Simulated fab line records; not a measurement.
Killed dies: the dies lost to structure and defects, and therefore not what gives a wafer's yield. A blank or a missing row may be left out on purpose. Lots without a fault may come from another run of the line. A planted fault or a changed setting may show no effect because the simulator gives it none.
Which tool did it? -- flow nandHarc -- 11 lots with 33 wafers sampled at 5 steps, on a route of 1159 steps

== WHAT THE GAUGES READ, wafer by wafer ==
NHARC_P_M2_THK_MEAS_24: measures by xrf. Usual: 144.0 nm for thkNm, sd 1.6.
lot,measured,on,thkNm (nm),flag
L363,day 6 20:50,filmMetro-02,143.6 143.7 143.5,
L365,day 7 06:29,filmMetro-01,144.7 141.1 146.1,
L367,day 7 15:04,filmMetro-01,143.2 141.1 145.7,
L371,day 8 10:55,filmMetro-02,147.5 141.3 147.4,
L377,day 10 09:07,filmMetro-01,144.5 143.3 145.4,
L378,day 10 09:51,filmMetro-01,145.4 144.7 145.4,
L380,day 10 14:18,filmMetro-01,142.8 145.5 143.4,
L381,day 10 18:11,filmMetro-01,144.0 144.6 143.7,
L385,day 11 12:32,filmMetro-02,143.0 144.9 142.9,
L383,day 11 14:05,filmMetro-02,144.1 141.3 145.8,
L386,day 12 03:02,filmMetro-01,145.7 144.2 146.0,

NHARC_END_SORT_01. Usual: defectLimitedYield 95.8 %, standard deviation 1.4; killedAtArray 24, standard deviation 8.8; killedAtOther 0.7, standard deviation 0.99; killedAtPeriphery 3.5, standard deviation 2.6; killedDies 28, standard deviation 9.3; killedOpen 3.2, standard deviation 1.7; killedShort 1.7, standard deviation 1.4; sort_bin_2_pct 1.3 %, standard deviation 0.6; sort_bin_3_pct 0.24 %, standard deviation 0.2; sort_bin_4_pct 2.6 %, standard deviation 0.88; sortNPass 649, standard deviation 9.3; sortRimYieldPct 94 %, standard deviation 3.2; sortYieldPct 95.8 %, standard deviation 1.4.
lot,measured,on,defectLimitedYield (%),killedAtArray,killedAtOther,killedAtPeriphery,killedDies,killedOpen,killedShort,sort_bin_2_pct (%),sort_bin_3_pct (%),sort_bin_4_pct (%),sortNPass,sortRimYieldPct (%),sortYieldPct (%),flag
L367,day 20 09:37,prober-02,94.4 94.2 96.0,33 30 19,0 0 0,5 9 8,38 39 27,6 4 4,3 1 3,1.9 1.8 1.5,0.15 0.15 0.15,3.5 3.8 2.4,639 638 650,92 90 95,94.4 94.2 96.0,
L371,day 22 20:12,prober-02,96.3,19,1,5,25,6,2,1.5,0.44,1.8,652,94,96.3,
L377,day 23 16:28,prober-01,95.1 95.3 94.8,25 29 32,2 1 1,6 2 2,33 32 35,4 5 7,1 0 1,2.1 1.6 1.9,0 0.30 0.59,2.8 2.8 2.7,644 645 642,93 90 91,95.1 95.3 94.8,
L380,day 24 10:16,prober-02,93.2 93.2 94.8,41 43 31,2 2 1,3 1 3,46 46 35,2 5 8,4 0 4,1.8 2.7 2.2,1.03 0.15 0.44,4.0 4.0 2.5,631 631 642,89 87 91,93.2 93.2 94.8,

== TOOL THAT RAN EACH LOT (tool first, then ch and the chambers of the sampled wafers, then the start) ==
lot,NHARC_P_M2_ETCH_35,NHARC_P_M2_ETCH_28,NHARC_P_M2_CMP_23
L363,"rieDiel-05 ch 0,1,3, day 6 18:27","rieDiel-09 ch 0,3, day 6 18:59","cmp-03 ch 1,2,3, day 6 20:34"
L365,"rieDiel-05 ch 1,2, day 7 04:08","rieDiel-05 ch 0,1, day 7 04:40","cmp-03 ch 1,2,3, day 7 06:11"
L367,"rieDiel-05 ch 0,1,3, day 7 12:27","rieDiel-05 ch 0,1,3, day 7 13:06","cmp-04 ch 2,3, day 7 14:47"
L371,"rieDiel-01 ch 0,2,3, day 8 08:28","rieDiel-09 ch 0,1,3, day 8 09:00","cmp-02 ch 0,2,3, day 8 10:40"
L377,"rieDiel-05 ch 1,2, day 10 06:43","rieDiel-05 ch 0,1,2, day 10 07:16","cmp-02 ch 1,2,3, day 10 08:48"
L378,"rieDiel-01 ch 0,1, day 10 07:20","rieDiel-05 ch 0,2, day 10 07:52","cmp-02 ch 0,1, day 10 09:32"
L380,"rieDiel-05 ch 2,3, day 10 11:28","rieDiel-01 ch 0,1,2, day 10 12:01","cmp-04 ch 1,2, day 10 13:59"
L381,"rieDiel-05 ch 0,2,3, day 10 15:48","rieDiel-05 ch 0,1,3, day 10 16:21","cmp-03 ch 0,1,2, day 10 17:53"
L385,"rieDiel-05 ch 0,1,2, day 11 10:12","rieDiel-05 ch 0,2,3, day 11 10:45","cmp-04 ch 0,3, day 11 12:13"
L383,"rieDiel-05 ch 0,2,3, day 11 11:40","rieDiel-05 ch 1,2,3, day 11 12:12","cmp-03 ch 1,2, day 11 13:46"
L386,"rieDiel-05 ch 1,3, day 12 00:43","rieDiel-05 ch 1,2,3, day 12 01:16","cmp-04 ch 0,1,2, day 12 02:45"
- NHARC_P_M2_ETCH_35: etches the open film in N2/H2, target depth 40 nm, overetch 12 nm, time 43.94 s.
- NHARC_P_M2_ETCH_28: etches the open film in CF4/N2, target depth 30 nm, time 72.99 s.
- NHARC_P_M2_CMP_23: polishes, t overpolish 20 s, target thk 144.3 nm.

== AS READ BY THE TOOLS THEMSELVES (means over the sampled wafers that have a number; for cases with no such wafer, the mark the record gives instead) ==
NHARC_P_M2_ETCH_35. Usual: drypumpMotorCurrentA 5.6 A, standard deviation 0.37; oesProductAu 1.002 a.u., standard deviation 0.011; rfVppV 430.4 V, standard deviation 2.6; showerheadPlenumPTorr 2.03 Torr, standard deviation 0.092; throttleValvePct 14.171 %, standard deviation 0.01.
lot,tool,drypumpMotorCurrentA (A),oesProductAu (a.u.),rfVppV (V),showerheadPlenumPTorr (Torr),throttleValvePct (%),flag
L363,rieDiel-05,5.4,1.002,430.3,2.04,14.166,
L365,rieDiel-05,5.8,0.995,429.9,2.01,14.177,
L367,rieDiel-05,5.4,1.005,430.7,2.03,14.169,
L371,rieDiel-01,5.8,0.997,428.7,1.97,14.164,
L377,rieDiel-05,5.8,1.006,430.3,2.01,14.168,
L378,rieDiel-01,5.8,1.012,425.8,1.90,14.172,
L380,rieDiel-05,5.5,1.010,433.4,2.15,14.180,
L381,rieDiel-05,5.4,1.006,432.1,2.09,14.175,
L385,rieDiel-05,5.6,0.997,429.9,2.02,14.171,
L383,rieDiel-05,5.4,1.004,431.6,2.09,14.159,
L386,rieDiel-05,5.4,1.017,431.5,2.09,14.170,

NHARC_P_M2_ETCH_28. Usual: drypumpMotorCurrentA 5.6 A, standard deviation 0.42; oesProductAu 1.001 a.u., standard deviation 0.012; rfVppV 314.4 V, standard deviation 1.9; showerheadPlenumPTorr 2.64 Torr, standard deviation 0.11; throttleValvePct 19.794 %, standard deviation 0.0087.
lot,tool,drypumpMotorCurrentA (A),oesProductAu (a.u.),rfVppV (V),showerheadPlenumPTorr (Torr),throttleValvePct (%),flag
L363,rieDiel-09,6.1,0.994,316.0,2.73,19.792,
L365,rieDiel-05,5.5,0.993,312.5,2.54,19.791,
L367,rieDiel-05,5.4,1.000,314.1,2.62,19.795,
L371,rieDiel-09,5.7,0.949,314.8,2.65,19.798,OFF
L377,rieDiel-05,5.6,0.996,313.2,2.60,19.801,
L378,rieDiel-05,5.4,1.000,313.4,2.61,19.789,
L380,rieDiel-01,5.8,0.991,312.4,2.51,19.792,
L381,rieDiel-05,5.4,1.011,313.7,2.62,19.794,
L385,rieDiel-05,5.4,1.002,315.5,2.68,19.795,
L383,rieDiel-05,5.7,1.009,315.4,2.67,19.797,
L386,rieDiel-05,5.6,1.007,314.2,2.67,19.795,

NHARC_P_M2_CMP_23. Usual: motorCurrentA 12.3 A, standard deviation 1.1; slurryFlowMlMin 150.1, standard deviation 0.46; timeToEndpointS 26.8 s, standard deviation 2.8.
lot,tool,motorCurrentA (A),slurryFlowMlMin,timeToEndpointS (s),flag
L363,cmp-03,13.2,150.1,24.6,
L365,cmp-03,13.1,150.7,26.1,
L367,cmp-04,12.4,149.6,24.4,
L371,cmp-02,12.1,150.0,30.3,
L377,cmp-02,12.2,150.3,30.7,
L378,cmp-02,12.6,149.9,29.4,
L380,cmp-04,12.2,150.6,27.6,
L381,cmp-03,12.0,150.2,26.1,
L385,cmp-04,12.9,150.2,26.2,
L383,cmp-03,13.3,149.5,27.5,
L386,cmp-04,12.3,150.2,26.7,

== THE ANSWER, worked out from the rows above alone ==
Rule: lot off if the mean of its wafers having a number is beyond 3 standard deviations from the usual mean. A lot without any number at a reading at which 4 lots or more have one is off too. The other lots that the step has rows for count as sound. First the gauges in route order, then the tools' own readings, where a lot's mean is used as printed above. The first step at which some lot is off is used, and at that step the reading that is off furthest; a lot without a number counts as furthest.
Off at NHARC_P_M2_ETCH_28 (oesProductAu): L371.
A tool fits if, at that step or a process step before it, it ran every lot that is off, and no sound lot after the first of them. One fits: NHARC_P_M2_ETCH_28 on rieDiel-09. Its last sound lot is L363 (day 6 18:59), its first lot that is off L371 (day 8 09:00): a fault that began between those two fits.
On the lots that are off, the tool's own readings at NHARC_P_M2_ETCH_28 differ by more than 5 times the standard deviation of the sound lots' means, which bears it out; oesProductAu reads 0.949 a.u. there versus 1.000 a.u. on the sound lots.

== WHAT THE SIMULATOR PUT IN ==
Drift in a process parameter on rieDiel-09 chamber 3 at NHARC_P_M2_ETCH_28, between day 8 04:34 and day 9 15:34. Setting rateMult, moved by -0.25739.
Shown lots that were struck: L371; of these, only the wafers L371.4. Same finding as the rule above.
